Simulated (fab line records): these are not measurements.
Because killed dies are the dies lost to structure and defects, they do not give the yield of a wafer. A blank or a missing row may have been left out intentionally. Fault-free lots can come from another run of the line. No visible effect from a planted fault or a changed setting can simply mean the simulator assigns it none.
Which tool did it? -- flow nand_harc -- 18 wafers from 6 lots sampled at 2 of the route's 1302 steps

== WHAT THE GAUGES READ, wafer by wafer ==
NHARC_P_BONDPAD_THK_MEAS_33: measures by ellipsometry.
lot,measured,on,thk_nm (nm)
L201,day 7 15:30,film_metro-02,202.9 199.7 200.7
L203,day 8 23:20,film_metro-02,199.9 199.1 198.6
L207,day 10 06:29,film_metro-02,199.6 202.0 201.5
L211,day 12 13:14,film_metro-01,199.0 199.2 200.7
L217,day 14 11:11,film_metro-02,198.9 198.3 198.9
L221,day 16 02:18,film_metro-01,202.1 201.7 201.0

== WHICH TOOL RAN EACH LOT (tool, then ch and the chambers of the sampled wafers, then the start) ==
lot,NHARC_P_M2_ETCH_15
L201,"rie_diel-11 ch 0,2,3, day 7 15:30 or earlier"
L203,"rie_diel-11 ch 0,2,3, day 8 23:20 or earlier"
L207,"rie_diel-11 ch 1,2,3, day 10 06:29 or earlier"
L211,"rie_diel-04 ch 0,3, day 12 13:14 or earlier"
L217,"rie_diel-04 ch 0,1,3, day 14 11:11 or earlier"
L221,"rie_diel-08 ch 0,2, day 16 02:18 or earlier"
- NHARC_P_M2_ETCH_15: etches the open film in C4F8/Ar, target depth 182.5 nm, time 91.2 s.

== THE ANSWER, worked out from the rows above alone ==
Rule: the lots themselves supply what counts as usual. The widest of any qualifying gaps counts: lots, ordered by their means at a reading, are off when they make up no more than a third of the lots, leave a main group of 4 or more, and stand apart from it by 3 or more times the standard deviation of that group's means. A main group whose means are all the same, to the digits that the tables above print for the reading, isn't used. Also off: a lot with no number at a reading for which 4 or more lots have one. Any other lot the step has rows for is counted as sound.
Across all readings shown, no lot is off: no conclusion can be drawn from this.

== WHAT WAS PUT IN BY THE SIMULATOR ==
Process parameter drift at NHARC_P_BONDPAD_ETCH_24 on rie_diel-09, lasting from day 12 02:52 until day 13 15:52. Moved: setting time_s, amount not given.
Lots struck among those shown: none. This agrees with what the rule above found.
